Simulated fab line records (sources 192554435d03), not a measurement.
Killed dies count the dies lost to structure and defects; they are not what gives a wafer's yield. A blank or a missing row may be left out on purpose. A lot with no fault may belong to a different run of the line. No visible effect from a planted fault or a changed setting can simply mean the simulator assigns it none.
fab line records	flow n5-finfet
record: lots: 7	wafers: 19	last-day: 17
route steps=1938 shown BEOL_M0_CUTY@703 BEOL_M0@715 BEOL_M4@1111 PASSIVATION@1936
lots untouched by any fault: they come from a run of this same line in which no faults occurred
start-h: the number of hours between the record's first day and the start of the first shown wafer of the lot	wait-h: how many hours have passed since the lot's step before this one	" same as the row above	L1.1+2: a row that stands for several wafers	- no value, or no start given	* or withheld: withheld	< > ~ a bound
route shown NAME@n: NAME is a module with steps in the file, n the number in the route of the first one	usual: the fault-free wafers' mean and standard deviation	same: alike in all rows	chamber/n: place in a boat	sites: per-site readings	_std_site: their standard deviation	_edge_site: mean of outer sites minus mean of inner sites	radius-mm: for every site, how far away it sits from the centre of the wafer	mask NAME#n: copy n	behind: the tool/chamber that last shaped the wafer	hold: cause of the lot's hold/its duration in hours/its outcome	device: which transistor (n, p or np) failed to switch	end of line: the route-end tests of the same wafers	for a step that has no rows: nothing shown but its recipe	killed: count of dies lost to structure and defects at first sort (not the wafer's yield)	map: dies across one wafer; x = killed, . = not, _ = none there
set.NAME: the setting as run; set.NAME@STEP: as run at that earlier step	model.NAME: the simulator's own value behind a step, which no gauge read
lots seen at some steps along the route; tables by step, rows by wafer
services: when a tool's chamber went out of use (start-h, in hours from the record's first day, below 0 if earlier), for how many hours, and the reason
== steps ==
step: N5_BEOL_M0_CUTY_EBR_52
recipe: solvent: PGMEA	ebr-width-mm: 1.5
step: N5_BEOL_M0_CUTY_SOFTBAKE_53
recipe: temp-c: 110	time-s: 60	resist: CAR-ArF-block
step: N5_BEOL_M0_CUTY_EXPOSE_54
recipe: mask-id: M0_ABLK	na: 1.35	source-shape: conventional	sigma-outer: 0.8	polarization: unpolarized	dose-mj: 36
step: N5_BEOL_M0_CUTY_PEB_55
recipe: peb-temp-c: 110	peb-time-s: 60	resist: CAR-ArF-block
step: N5_BEOL_M0_CUTY_DEVELOP_56
recipe: develop-time-s: 30	developer: TMAH	resist: CAR-ArF-block	rinse-liquid: diw	dry: air-spin	dev-temp-c: 23
step: N5_BEOL_M0_CUTY_CD_MEAS_57
recipe: target-cd-nm: 200	landing-energy-ev: 500	detector: se-inlens	polarity: line
usual: cd-nm: 200.1/0.95
lot.wafer	tool	chamber	start-h	wait-h	cd-nm
L503.2	cd-sem-03	0	128.57	-	199.5
L503.4	"	0	"	"	199.8
L503.6	"	0	"	"	200.4
L504.1	cd-sem-01	0	132.54	-	199.3
L504.5	"	0	"	"	199.8
L504.6	"	0	"	"	198.3
L508.2	cd-sem-03	0	156.02	-	201.5
L508.3	"	0	"	"	201.4
L508.4	"	0	"	"	201.4
L511.4	cd-sem-01	0	180.59	-	200.4
L511.5	"	0	"	"	199.4
L511.6	"	0	"	"	199.8
L522.4	cd-sem-01	0	238.65	-	200.1
L522.5	"	0	"	"	199.6
L522.6	"	0	"	"	200.2
L521.4	cd-sem-01	0	242.70	-	199.8
L521.5	"	0	"	"	199.7
L523.2	cd-sem-02	0	246.79	-	201.1
L523.6	"	0	"	"	200.8
step: N5_BEOL_M0_CUTY_OVL_MEAS_58
recipe: points-per-wafer: 44
usual: M0_ABLK_OVL: 0.0/0.86
lot.wafer	tool	chamber	start-h	wait-h	M0_ABLK_OVL[nm]
L503.2	overlay-01	0	128.60	0.0	-0.9
L503.4	"	0	"	"	-1.7
L503.6	"	0	"	"	-2.1
L504.1	overlay-01	0	132.57	0.0	-0.1
L504.5	"	0	"	"	-0.2
L504.6	"	0	"	"	0.0
L508.2	overlay-01	0	156.05	0.0	0.3
L508.3	"	0	"	"	-0.3
L508.4	"	0	"	"	-0.5
L511.4	overlay-02	0	180.62	0.0	-0.1
L511.5	"	0	"	"	0.8
L511.6	"	0	"	"	-0.5
L522.4	overlay-01	0	238.68	0.0	-0.5
L522.5	"	0	"	"	-0.4
L522.6	"	0	"	"	-0.4
L521.4	overlay-01	0	242.73	0.0	-1.8
L521.5	"	0	"	"	0.1
L523.2	overlay-02	0	246.82	0.0	-0.3
L523.6	"	0	"	"	0.4
step: N5_BEOL_M0_CUTY_INSPECT_59
recipe: mode: adi	inspect-instrument: macro
usual: raw-defect-count: 2.2/1.5
lot.wafer	tool	chamber	start-h	wait-h	raw-defect-count
L503.2	defect-inspect-01	-	128.62	0.0	2
L503.4	"	-	"	"	2
L503.6	"	-	"	"	2
L504.1	defect-inspect-02	-	132.60	0.0	1
L504.5	"	-	"	"	4
L504.6	"	-	"	"	2
L508.2	defect-inspect-01	-	156.07	0.0	2
L508.3	"	-	"	"	2
L508.4	"	-	"	"	3
L511.4	defect-inspect-02	-	180.64	0.0	1
L511.5	"	-	"	"	1
L511.6	"	-	"	"	5
L522.4	defect-inspect-02	-	238.71	0.0	1
L522.5	"	-	"	"	1
L522.6	"	-	"	"	4
L521.4	defect-inspect-01	-	242.75	0.0	0
L521.5	"	-	"	"	2
L523.2	defect-inspect-01	-	246.84	0.0	1
L523.6	"	-	"	"	2
step: N5_BEOL_M0_CUTY_DESCUM_61
recipe: chemistry: O2	time-s: 7.9	source-power-w: 50	bias-power-w: 20	pressure-mtorr: 20	rf-frequency-hz: 2.712e+07	temp-c: 40	resist: CAR-ArF-block	o2-flow-sccm: 225
usual: chamber-pressure-mTorr: 20.000/0.018	drypump-motor-current-A: 5.6/0.51	oes-product-au: 0.82/0.092	rf-vpp-V: 243.1/1.5	showerhead-plenum-p-Torr: 2.09/0.078	throttle-valve-pct: 20.4/0.32
lot.wafer	tool	chamber	start-h	wait-h	chamber-pressure-mTorr	drypump-motor-current-A	oes-product-au	rf-hours-counter-h	rf-vpp-V	showerhead-plenum-p-Torr	throttle-valve-pct
L503.2	rie-diel-06	2	128.66	0.0	19.981	5.5	0.73	193	243.8	2.16	20.9
L503.4	"	0	"	"	20.003	5.7	0.89	-	246.3	2.23	20.2
L503.6	"	2	"	"	20.003	5.6	0.72	-	243.5	2.16	20.9
L504.1	rie-diel-02	0	132.63	0.0	20.003	5.5	0.93	20	244.2	2.24	20.4
L504.5	"	0	"	"	19.985	5.5	0.93	-	245.8	2.24	20.3
L504.6	"	3	"	"	19.988	6.1	0.69	-	243.1	2.05	20.6
L508.2	rie-diel-02	0	156.11	0.0	20.021	5.5	0.92	29	245.9	2.24	20.4
L508.3	"	2	"	"	20.017	5.7	0.92	13	244.7	2.14	20.3
L508.4	"	2	"	"	19.991	5.8	0.93	-	243.0	2.14	20.3
L511.4	rie-diel-01	2	180.70	0.1	19.986	6.2	0.95	7	244.1	2.13	20.2
L511.5	"	2	"	"	20.001	6.2	0.95	-	244.0	2.13	20.2
L511.6	"	1	"	"	19.986	5.0	0.71	-	242.8	2.02	21.1
L522.4	rie-diel-01	0	238.74	0.0	20.040	4.7	0.72	225	242.3	2.05	20.2
L522.5	"	1	"	"	19.980	5.0	0.71	-	242.2	2.02	21.1
L522.6	"	2	"	"	19.987	6.2	0.91	-	244.7	2.13	20.3
L521.4	rie-diel-01	0	242.86	0.1	20.002	4.7	0.71	227	243.0	2.05	20.2
L521.5	"	2	"	"	20.005	6.2	0.90	-	243.3	2.12	20.3
L523.2	rie-diel-01	2	246.88	0.0	19.979	6.2	0.90	31	244.3	2.12	20.2
L523.6	"	2	"	"	20.024	6.2	0.90	-	244.2	2.12	20.2
step: N5_BEOL_M0_CUTY_ETCH_62
recipe: chemistry: CF4	target: SiARC	mask-material: CAR-ArF-block	time-s: 58.5	ion-energy-ev: 80	pressure-mtorr: 40	source-w: 545	bias-w: 36	Ar_flow_sccm: 100	cf4-flow-sccm: 100	ends: cleared
usual: chamber-pressure-mTorr: 40.00/0.035	drypump-motor-current-A: 5.6/0.51	etch-rf-on-time-s: 57.4/1.7	oes-product-au: 0.71/0.08	rf-vpp-V: 184.1/1.2	showerhead-plenum-p-Torr: 2.14/0.076	throttle-valve-pct: 15.59/0.24
lot.wafer	tool	chamber	start-h	wait-h	chamber-pressure-mTorr	drypump-motor-current-A	etch-rf-on-time-s	oes-product-au	rf-hours-counter-h	rf-vpp-V	showerhead-plenum-p-Torr	throttle-valve-pct
L503.2	rie-diel-06	2	128.69	0.0	39.95	5.5	56.5	0.62	193	184.6	2.20	15.98
L503.4	"	0	"	"	40.01	5.7	55.1	0.76	-	186.0	2.27	15.37
L503.6	"	2	"	"	40.00	5.5	56.8	0.62	-	185.5	2.20	15.98
L504.1	rie-diel-02	0	132.67	0.0	40.00	5.5	56.3	0.80	20	186.2	2.29	15.46
L504.5	"	0	"	"	40.03	5.6	56.5	0.80	-	185.4	2.29	15.45
L504.6	"	3	"	"	40.03	6.1	58.0	0.59	-	184.5	2.11	15.97
L508.2	rie-diel-02	0	156.14	0.0	39.99	5.5	56.4	0.79	29	186.6	2.28	15.45
L508.3	"	2	"	"	39.96	5.8	56.8	0.79	13	184.4	2.20	15.44
L508.4	"	2	"	"	39.98	5.8	57.0	0.79	-	184.1	2.20	15.43
L511.4	rie-diel-01	2	180.73	0.0	40.05	6.2	58.2	0.81	7	184.6	2.20	15.42
L511.5	"	2	"	"	40.03	6.2	58.9	0.80	-	184.6	2.20	15.44
L511.6	"	1	"	"	39.99	5.0	58.9	0.62	-	182.4	2.05	15.99
L522.4	rie-diel-01	0	238.77	0.0	40.00	4.7	59.3	0.60	225	185.0	2.11	15.61
L522.5	"	1	"	"	40.06	5.0	59.1	0.61	-	182.8	2.04	16.03
L522.6	"	2	"	"	40.00	6.2	58.3	0.77	-	185.1	2.19	15.44
L521.4	rie-diel-01	0	242.90	0.0	39.94	4.7	59.0	0.61	227	183.8	2.11	15.62
L521.5	"	2	"	"	39.99	6.2	58.5	0.77	-	185.4	2.19	15.48
L523.2	rie-diel-01	2	246.91	0.0	39.97	6.2	59.3	0.76	31	184.3	2.19	15.45
L523.6	"	2	"	"	40.03	6.2	59.2	0.76	-	183.0	2.19	15.46
step: N5_BEOL_M0_CUTY_ETCH_63
recipe: chemistry: N2/H2	target: SOC	target-depth-a: 827	overetch-a: 165	mask-material: SiARC	temp-c: 40	ion-energy-ev: 200	time-s: 124	pressure-mtorr: 30	source-w: 840	bias-w: 150	n2-flow-sccm: 200	h2-flow-sccm: 200
usual: chamber-pressure-mTorr: 30.000/0.024	drypump-motor-current-A: 5.6/0.51	oes-product-au: 0.67/0.071	rf-vpp-V: 523.9/2.6	showerhead-plenum-p-Torr: 2.54/0.092	throttle-valve-pct: 17.8/0.32
lot.wafer	tool	chamber	start-h	wait-h	chamber-pressure-mTorr	drypump-motor-current-A	oes-product-au	rf-hours-counter-h	rf-vpp-V	showerhead-plenum-p-Torr	throttle-valve-pct
L503.2	rie-diel-06	2	128.74	0.0	30.025	5.6	0.59	193	526.2	2.64	18.4
L503.4	"	0	"	"	29.952	5.7	0.71	-	528.4	2.70	17.5
L503.6	"	2	"	"	29.999	5.6	0.58	-	526.2	2.64	18.3
L504.1	rie-diel-02	0	132.71	0.0	29.995	5.5	0.75	20	528.5	2.71	17.8
L504.5	"	0	"	"	30.013	5.5	0.74	-	527.6	2.71	17.8
L504.6	"	3	"	"	30.039	6.1	0.57	-	523.6	2.48	18.0
L508.2	rie-diel-02	0	156.19	0.0	29.971	5.5	0.73	29	527.9	2.71	17.8
L508.3	"	2	"	"	29.969	5.8	0.75	13	524.9	2.62	17.7
L508.4	"	2	"	"	30.018	5.8	0.74	-	525.5	2.62	17.7
L511.4	rie-diel-01	2	180.78	0.0	29.958	6.2	0.78	7	526.1	2.60	17.6
L511.5	"	2	"	"	29.992	6.2	0.77	-	525.1	2.60	17.6
L511.6	"	1	"	"	30.016	5.0	0.60	-	521.6	2.44	18.4
L522.4	rie-diel-01	0	238.82	0.0	30.048	4.7	0.58	225	521.5	2.52	17.8
L522.5	"	1	"	"	29.986	5.1	0.58	-	519.7	2.44	18.5
L522.6	"	2	"	"	30.020	6.2	0.74	-	525.3	2.59	17.7
L521.4	rie-diel-01	0	242.94	0.0	29.993	4.7	0.58	227	523.6	2.52	17.8
L521.5	"	2	"	"	29.977	6.1	0.74	-	525.5	2.59	17.7
L523.2	rie-diel-01	2	246.96	0.0	30.002	6.2	0.72	31	524.6	2.59	17.7
L523.6	"	2	"	"	30.002	6.2	0.72	-	524.9	2.59	17.7
step: N5_BEOL_M0_CUTY_STRIP_64
recipe: chemistry: N2/H2	temp-c: 40	n2-flow-sccm: 200	h2-flow-sccm: 200	rf-frequency-hz: 6e+07
step: N5_BEOL_M0_ETCH_138
recipe: chemistry: CH3F/O2	target-depth-a: 120	target: SiCN	time-s: 31.6	ion-energy-ev: 120	pressure-mtorr: 30	source-w: 395	bias-w: 75	Ar_flow_sccm: 150	CH3F_flow_sccm: 30	O2_flow_sccm: 20	ends: cleared
usual: chamber-pressure-mTorr: 30.001/0.026	drypump-motor-current-A: 5.6/0.51	etch-rf-on-time-s: 28.6/0.96	oes-product-au: 0.70/0.08	rf-vpp-V: 297.3/1.7	showerhead-plenum-p-Torr: 2.00/0.077	throttle-valve-pct: 16.32/0.26
lot.wafer	tool	chamber	start-h	wait-h	chamber-pressure-mTorr	drypump-motor-current-A	etch-rf-on-time-s	oes-product-au	rf-hours-counter-h	rf-vpp-V	showerhead-plenum-p-Torr	throttle-valve-pct
L503.2	rie-diel-06	2	128.86	0.0	29.964	5.5	28.8	0.62	193	298.7	2.07	16.72
L503.4	"	0	"	"	29.997	5.7	28.3	0.76	-	299.8	2.14	16.12
L503.6	"	2	"	"	30.036	5.5	29.8	0.62	-	298.7	2.07	16.73
L504.1	rie-diel-02	0	132.84	0.0	29.981	5.5	27.8	0.81	20	299.3	2.15	16.23
L504.5	"	0	"	"	29.974	5.5	29.1	0.80	-	297.9	2.15	16.22
L504.6	"	3	"	"	29.981	6.1	28.8	0.59	-	298.8	1.96	16.61
L508.2	rie-diel-02	0	156.31	0.0	30.054	5.5	28.0	0.78	29	299.2	2.15	16.25
L508.3	"	2	"	"	30.000	5.8	27.1	0.78	13	296.9	2.06	16.16
L508.4	"	2	"	"	30.049	5.8	28.1	0.80	-	297.7	2.06	16.15
L511.4	rie-diel-01	2	180.90	0.0	30.023	6.2	28.8	0.81	7	297.4	2.05	16.15
L511.5	"	2	"	"	30.031	6.2	30.0	0.81	-	299.1	2.05	16.14
L511.6	"	1	"	"	29.966	5.0	29.5	0.63	-	294.6	1.92	16.79
L522.4	rie-diel-01	0	238.94	0.0	29.994	4.7	29.7	0.60	225	294.7	1.96	16.22
L522.5	"	1	"	"	30.015	5.0	40.1	0.52	-	294.8	1.91	16.81
L522.6	"	2	"	"	29.979	6.2	39.8	0.66	-	298.9	2.05	16.18
L521.4	rie-diel-01	0	243.07	0.0	30.014	4.7	29.1	0.60	227	296.7	1.96	16.25
L521.5	"	2	"	"	29.978	6.2	39.0	0.65	-	297.5	2.04	16.19
L523.2	rie-diel-01	2	247.08	0.0	30.015	6.2	29.2	0.76	31	297.6	2.04	16.16
L523.6	"	2	"	"	29.996	6.2	40.1	0.66	-	297.9	2.04	16.18
step: N5_BEOL_M0_HM_OPEN_105
recipe: chemistry: Cl2/BCl3	target-depth-a: 120	target: TiN	ion-energy-ev: 150	pressure-mtorr: 10	icp-w: 1000	bias-w: 126	Cl2_flow_sccm: 53.25	bcl3-flow-sccm: 21.75	Ar_flow_sccm: 25
usual: chamber-pressure-mTorr: 9.999/0.0084	drypump-motor-current-A: 5.5/0.49	oes_ar_750_au: 0.77/0.12	oes-product-au: 0.77/0.12	throttle-valve-pct: 22.0/0.3
lot.wafer	tool	chamber	start-h	wait-h	chamber-pressure-mTorr	drypump-motor-current-A	oes_ar_750_au	oes-product-au	rf-hours-counter-h	throttle-valve-pct
L503.2	rie-metal-02	1	128.98	0.1	9.992	5.6	0.64	0.63	107	22.1
L503.4	"	0	"	"	10.002	5.4	0.65	0.65	-	22.3
L503.6	"	1	"	"	10.016	5.6	0.63	0.63	-	22.0
L504.1	rie-metal-02	0	132.94	0.1	10.007	5.4	0.65	0.65	96	22.3
L504.5	"	1	"	"	9.986	5.6	0.63	0.64	-	22.0
L504.6	"	0	"	"	9.990	5.4	0.65	0.66	-	22.3
L508.2	rie-metal-02	0	156.61	0.3	9.997	5.3	0.65	0.65	98	22.3
L508.3	"	0	"	"	9.993	5.4	0.65	0.65	-	22.4
L508.4	"	1	"	"	10.001	5.6	0.64	0.63	-	22.1
L511.4	rie-metal-02	1	181.05	0.1	9.999	5.6	0.63	0.63	-	22.1
L511.5	"	0	"	"	9.981	5.4	0.65	0.65	-	22.3
L511.6	"	1	"	"	9.986	5.6	0.63	0.62	-	22.0
L522.4	rie-metal-02	0	239.09	0.1	10.004	5.4	0.64	0.63	-	22.4
L522.5	"	0	"	"	10.003	5.4	0.64	0.64	-	22.4
L522.6	"	1	"	"	9.997	5.6	0.62	0.62	-	22.1
L521.4	rie-metal-01	0	243.30	0.2	10.003	5.9	0.79	0.77	-	22.2
L521.5	"	0	"	"	9.989	5.9	0.80	0.78	-	22.2
L523.2	rie-metal-02	0	247.18	0.1	10.016	5.4	0.64	0.63	105	22.4
L523.6	"	1	"	"	9.998	5.6	0.62	0.61	-	22.1
step: N5_BEOL_M4_RC_MEAS_101
usual: DIBL_N: 36.8/1.5	DIBL_P: 37.1/2.1	IOFF_N: 0.168/0.03	IOFF_P: 0.22/0.034	ION_N: 679/12	ION_P: 466/8	SS_N: 71.7/0.58	SS_P: 73.5/0.67	VT_N: 248.8/2.7	VT_P: -250/3.3
lot.wafer	tool	chamber	start-h	wait-h	DIBL_N[mV/V]	DIBL_P[mV/V]	IOFF_N[nA/um]	IOFF_P[nA/um]	ION_N[uA/um]	ION_P[uA/um]	SS_N[mV/dec]	SS_P[mV/dec]	VT_N[mV]	VT_P[mV]
L503.2	prober-01	0	181.64	0.2	38.3	38.9	0.182	0.25	690	470	71.7	73.5	243.2	-247
L503.4	"	0	"	"	35.0	34.0	0.110	0.17	651	459	71.0	71.8	250.6	-253
L503.6	"	0	"	"	36.2	35.3	0.132	0.18	668	463	70.8	72.6	251.6	-251
L504.1	prober-02	0	181.77	0.0	35.9	35.9	0.152	0.22	681	470	71.1	73.0	248.6	-248
L504.5	"	0	"	"	36.3	36.4	0.153	0.24	696	480	71.0	72.7	249.3	-249
L504.6	"	0	"	"	37.1	37.0	0.163	0.26	684	477	70.8	74.2	250.1	-245
L508.2	prober-02	0	207.43	0.2	38.0	37.7	0.178	0.25	686	479	71.1	74.2	246.7	-245
L508.3	"	0	"	"	37.3	36.0	0.170	0.22	692	480	71.5	72.9	248.6	-249
L508.4	"	0	"	"	37.8	36.7	0.154	0.22	683	466	71.7	73.6	250.6	-246
L511.4	prober-02	0	216.58	0.5	36.7	38.2	0.169	0.20	673	459	71.4	73.1	248.1	-253
L511.5	"	0	"	"	37.8	39.3	0.189	0.22	680	461	71.5	74.2	245.8	-251
L511.6	"	0	"	"	37.0	37.7	0.177	0.21	681	458	71.6	73.9	248.0	-252
L522.4	prober-02	0	288.60	0.5	36.9	36.6	0.165	0.21	680	469	71.8	73.4	248.8	-255
L522.5	"	0	"	"	37.2	37.0	0.182	0.23	697	481	72.4	73.6	250.4	-249
L522.6	"	0	"	"	40.1	41.3	0.252	0.31	699	473	73.1	74.5	243.5	-246
L521.4	prober-02	0	294.93	0.5	36.1	33.6	0.122	0.14	654	441	71.7	72.8	254.6	-260
L521.5	"	0	"	"	38.1	36.7	0.153	0.17	668	449	72.3	73.7	252.0	-260
L523.2	prober-02	0	296.74	0.2	38.0	37.6	0.201	0.27	688	467	72.2	73.3	247.5	-246
L523.6	"	0	"	"	37.1	36.5	0.189	0.25	692	475	71.8	73.0	245.8	-245
step: N5_PASSIVATION_PROBE_49
usual: defect-limited-yield: 91.0/1.5	killed_at_M0_to_M3: 34/11	killed_at_M4_up: 14/5.3	killed-at-contacts: 13/7	killed-at-front-end: 41/13	killed-at-other: 4/3.1	killed-dies: 106/17	killed-open: 70/12	killed-short: 35/8	sort_bin_5_function: 5.2/0.98	sort_bin_6_memory: 3.4/0.69	sort_bin_8_speed: 0.00/0.007	sort-n-pass: 1074/17	sort-yield-pct: 91.0/1.5
same: gross-dies: 1180	killed-at-back-side: 0	sort_bin_4_leakage[%]: 0
lot.wafer	tool	chamber	start-h	wait-h	defect-limited-yield[%]	killed_at_M0_to_M3	killed_at_M4_up	killed-at-contacts	killed-at-front-end	killed-at-other	killed-dies	killed-open	killed-short	sort_bin_5_function[%]	sort_bin_6_memory[%]	sort_bin_8_speed[%]	sort-n-pass	sort-yield-pct[%]
L503.2	prober-01	-	287.08	0.2	85.3	46	20	28	72	8	174	106	66	8.1	5.8	0	1006	85.3
L503.4	prober-01	-	287.18	0.3	91.3	42	7	13	39	2	103	65	38	5.2	3.3	0	1077	91.3
L503.6	prober-01	-	287.28	0.4	89.2	43	15	23	42	5	128	86	42	6.9	3.7	0	1052	89.2
L508.2	prober-02	-	301.99	0.1	90.3	36	23	16	33	6	114	80	34	5.5	3.7	0	1066	90.3
L508.3	prober-02	-	302.04	0.1	91.7	33	15	10	37	3	98	60	38	5.0	3.1	0	1082	91.7
L508.4	prober-02	-	302.09	0.2	90.7	32	18	21	35	4	110	71	39	5.3	3.6	0	1070	90.7
L522.4	prober-01	-	393.46	0.2	92.0	16	8	10	59	1	94	68	23	5.5	1.9	0	1086	92.0
L522.5	prober-01	-	393.51	0.2	88.0	57	15	6	60	4	142	83	57	6.8	4.8	0	1038	88.0
L522.6	prober-01	-	393.56	0.3	88.0	42	19	8	65	8	142	94	46	6.4	5.2	0	1038	88.0
L523.2	prober-02	-	404.85	0.1	90.1	51	12	19	35	0	117	81	34	6.4	3.1	0	1063	90.1
L523.6	prober-02	-	405.05	0.3	90.6	56	10	11	31	3	111	68	42	5.3	3.8	0	1069	90.6
killed by level:class
L503.2 MOL_CONTACT_COAG:geometric-particle:open=21 FIN_SAQP:geometric-particle:short=16 BEOL_M4:geometric-particle:open=14 BEOL_M0_SAQP:geometric-particle:open=12 STI_FIN_REVEAL:geometric-particle:open=11 GATE_CUT:geometric-particle:short=10 BEOL_M0_SAQP:geometric-particle:short=9 FIN_SAQP:geometric-particle:open=8
L503.4 BEOL_M2:geometric-particle:open=12 MOL_CONTACT_COAG:geometric-particle:open=11 STI_FIN_REVEAL:geometric-particle:open=10 GATE_CUT:geometric-particle:short=7 BEOL_M1:geometric-particle:open=7 FIN_SAQP:geometric-particle:short=6 BEOL_M0_SAQP:geometric-particle:short=5 BEOL_M1:geometric-particle:short=5
L503.6 MOL_CONTACT_COAG:geometric-particle:open=17 STI_FIN_REVEAL:geometric-particle:open=13 FIN_SAQP:geometric-particle:open=10 BEOL_M0_SAQP:geometric-particle:open=9 BEOL_M4:geometric-particle:open=8 BEOL_M0_SAQP:geometric-particle:short=7 BEOL_M1:geometric-particle:open=7 BEOL_M2:geometric-particle:open=7
L508.2 STI_FIN_REVEAL:geometric-particle:open=12 MOL_CONTACT_COAG:geometric-particle:open=12 BEOL_M3:geometric-particle:open=7 BEOL_M4:geometric-particle:open=7 BEOL_M4:geometric-particle:short=7 FIN_SAQP:geometric-particle:open=6 BEOL_M0_SAQP:geometric-particle:short=6 BEOL_M1:geometric-particle:open=6
L508.3 MOL_CONTACT_COAG:geometric-particle:open=9 BEOL_M2:geometric-particle:open=9 STI_FIN_REVEAL:geometric-particle:open=8 BEOL_M0_SAQP:geometric-particle:short=8 FIN_SAQP:geometric-particle:short=7 BEOL_M3:geometric-particle:open=6 GATE_CUT:geometric-particle:short=5 BEOL_M4:geometric-particle:open=5
L508.4 MOL_CONTACT_COAG:geometric-particle:open=18 BEOL_M4:geometric-particle:open=8 FIN_SAQP:geometric-particle:short=7 STI_FIN_REVEAL:geometric-particle:open=7 BEOL_M0_SAQP:geometric-particle:short=7 BEOL_M2:geometric-particle:open=7 FIN_SAQP:geometric-particle:open=5 GATE_CUT:geometric-particle:short=5
L522.4 STI_FIN_REVEAL:geometric-particle:open=21 FIN_SAQP:geometric-particle:open=13 FIN_SAQP:geometric-particle:short=10 MOL_CONTACT_COAG:geometric-particle:open=9 STI_FIN_REVEAL:geometric-particle:short=5 BEOL_M0_SAQP:geometric-particle:open=4 DUMMY_GATE:geometric-particle:open=4 BEOL_M0_SAQP:geometric-particle:short=3
L522.5 FIN_SAQP:geometric-particle:short=13 STI_FIN_REVEAL:geometric-particle:open=13 BEOL_M3:geometric-particle:open=13 BEOL_M0_SAQP:geometric-particle:open=12 FIN_SAQP:geometric-particle:open=11 BEOL_M0_SAQP:geometric-particle:short=11 GATE_CUT:geometric-particle:open=7 BEOL_M2:geometric-particle:short=7
L522.6 STI_FIN_REVEAL:geometric-particle:open=19 BEOL_M4:geometric-particle:open=13 BEOL_M0_SAQP:geometric-particle:open=13 FIN_SAQP:geometric-particle:open=11 FIN_SAQP:geometric-particle:short=11 BEOL_M0_SAQP:geometric-particle:short=8 BEOL_M2:geometric-particle:open=8 MOL_CONTACT_COAG:geometric-particle:open=5
L523.2 MOL_CONTACT_COAG:geometric-particle:open=15 BEOL_M0_SAQP:geometric-particle:open=13 FIN_SAQP:geometric-particle:open=11 BEOL_M2:geometric-particle:open=11 BEOL_M0_SAQP:geometric-particle:short=7 BEOL_M1:geometric-particle:open=7 BEOL_M4:geometric-particle:open=6 STARTING-WAFER:geometric-particle:short=6
L523.6 FIN_SAQP:geometric-particle:open=17 BEOL_M0_SAQP:geometric-particle:short=15 BEOL_M2:geometric-particle:open=12 BEOL_M0_SAQP:geometric-particle:open=10 FIN_SAQP:geometric-particle:short=10 MOL_CONTACT_COAG:geometric-particle:open=7 BEOL_M4:geometric-particle:open=6 BEOL_M1:geometric-particle:open=6
== services ==
tool	chamber	start-h	hours	kind
rie-diel-06	1	109.69	-	clean
rie-diel-06	1	109.69	-	consumable-replace:focus-ring
rie-diel-06	1	109.69	20.6	scheduled-down
rie-diel-06	1	109.69	20.6	vent-cycle
rie-diel-01	3	130.35	4.5	repair
rie-diel-01	2	147.45	-	clean
rie-diel-01	2	147.45	-	consumable-replace:focus-ring
rie-diel-01	2	147.45	14.8	scheduled-down
rie-diel-01	2	147.45	14.8	vent-cycle
rie-diel-02	3	148.32	-	clean
rie-diel-02	3	148.32	-	consumable-replace:focus-ring
rie-diel-01	-	148.96	0.1	repair
rie-diel-02	1	158.46	5.5	repair
rie-metal-02	-	166.55	2.8	pm
rie-metal-01	1	176.03	10.8	repair
rie-diel-06	-	215.62	15.6	pm
rie-metal-02	0	221.71	10.9	repair
rie-diel-02	2	235.45	2.4	repair
rie-diel-01	3	246.14	18.9	repair
== key ==
first-sign: step: N5_BEOL_M0_ETCH_138	reading: etch-rf-on-time-s	direction: up	sigmas: 12	usual: *	struck: *
effect none on later readings
met-at N5_BEOL_M0_ETCH_138
struck-wafers L521.5,L522.5,L522.6,L523.6
onset-between 180.90 238.94
fault: kind: process-parameter-drift	tool: rie-diel-01	chamber: -	onset-h: 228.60	steps: N5_BEOL_M0_ETCH_138	channel: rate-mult	offset: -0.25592	shape: step	end-h: 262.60	scope: struck-wafers-only
